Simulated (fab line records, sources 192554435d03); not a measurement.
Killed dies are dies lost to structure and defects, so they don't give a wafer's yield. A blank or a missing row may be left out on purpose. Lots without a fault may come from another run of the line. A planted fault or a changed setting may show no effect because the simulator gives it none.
A struck lot beside a sound one | flow n5_finfet | 16 steps out of a route of 1938
Sound: wafers L700.1, L700.3, L700.4. Struck: wafers L717.2, L717.5, L717.6. The cause comes at the end.
At each step with rows: each side's tool, then ch and its chambers, then its first start. Under that, the readings that differ: sound wafers | struck wafers | difference of the means | sigmas: that difference in standard deviations of wafers without a fault.
alike: readings whose means differ by less than 2 such deviations, and words and numbers that are the same on both sides. not compared: withheld readings, readings that some wafer has no value for, bounds like >300 that may hide the same value, and numbers for which the record gives no deviation and whose values overlap.
The two part at a step that has a row with sigmas, a row that says differs or no value, or rows on one side only. Numbers that don't overlap but have no deviation are shown without sigmas and don't part them. A reading that every wafer of one side lacks parts them only if that side has two wafers or more.

first, 8 steps without rows for these wafers: N5_BEOL_M14_COAT_58 (time 60 s, resist thk 89 nm); N5_BEOL_M14_COAT_04 (resist thk 800 nm); N5_BEOL_M14_EBR_06; N5_BEOL_M14_SOFTBAKE_05 (time 60 s); N5_BEOL_M14_EXPOSE_07 (exposes mask V13); N5_BEOL_M14_PEB_08 (peb time 90 s); N5_BEOL_M14_DEVELOP_09 (develop time 45 s); N5_BEOL_M14_HARDBAKE_14 (time 120 s).
N5_BEOL_M14_CD_MEAS_10: target cd 250 nm.
  sound on cd_sem-03 ch 0, day 12 00:03; struck on cd_sem-03 ch 0, day 18 10:52
  alike: cd_nm
N5_BEOL_M14_OVL_MEAS_11:
  sound on overlay-02 ch 0, day 12 00:05; struck on overlay-02 ch 0, day 18 10:53
  alike: V13_OVL
N5_BEOL_M14_INSPECT_12: inspects for defects (macro).
  sound on defect_inspect-01, day 12 00:07; struck on defect_inspect-01, day 18 10:55
  alike: raw_defect_count
N5_BEOL_M14_DESCUM_15: chemistry O2, time 7.9 s.
  sound on rie_diel-01 ch 0,1,3, day 12 00:08; struck on rie_diel-03 ch 0,3, day 18 10:57
  alike: drypump_motor_current_A, oes_product_au, rf_fwd_power_W, rf_vpp_V, showerhead_plenum_p_Torr, throttle_valve_pct
  not compared: rf_hours_counter_h
N5_BEOL_M14_ETCH_59: etches BARC in N2/H2, target depth 89 nm, overetch 26.7 nm, time 67.9 s.
  sound on rie_diel-01 ch 0,1,3, day 12 00:11; struck on rie_diel-03 ch 0,3, day 18 10:59
  no value came back on the struck wafers for any of 10 readings (bias_w (W), chamber_pressure_mTorr (mTorr) and others); on the sound wafers bias_w (W) reads 150.2 149.9 150.2
  reading                                    | sound           | struck            | difference | sigmas
  model.coat_of_BEOL_M14_COAT_04.thk_nm (nm) | 713.6 719.6 722 | 785.6 783.8 784.6 | +66.3      |
N5_BEOL_M14_VIA_ETCH_16: etches SiO2 in C4F8/O2/Ar, target depth 1231.3 nm.
  sound on rie_diel-01 ch 0,1,3, day 12 00:14; struck on rie_diel-03 ch 0,3, day 18 11:02
  reading                                    | sound           | struck            | difference | sigmas
  model.coat_of_BEOL_M14_COAT_04.thk_nm (nm) | 449.6 455.8 453 | 514.6 509.6 511.2 | +59.0      |
  alike: C4F8_flow_sccm, O2_flow_sccm, drypump_motor_current_A, oes_product_au, rf_fwd_power_W, rf_vpp_V, showerhead_plenum_p_Torr, throttle_valve_pct
N5_BEOL_M14_STRIP_63: strips in O2.
  sound on rie_diel-01 ch 0,1,3; struck on rie_diel-03 ch 0,3
  alike: drypump_motor_current_A, oes_product_au, rf_vpp_V, showerhead_plenum_p_Torr, throttle_valve_pct
  not compared: rf_hours_counter_h
N5_PASSIVATION_PROBE_49:
  the record has rows for the sound wafers here (prober-01, day 13 03:03) and none for the struck ones

WHERE THEY PART
First at N5_BEOL_M14_ETCH_59; last, within this record, at N5_PASSIVATION_PROBE_49.

WHY: what the simulator had put in
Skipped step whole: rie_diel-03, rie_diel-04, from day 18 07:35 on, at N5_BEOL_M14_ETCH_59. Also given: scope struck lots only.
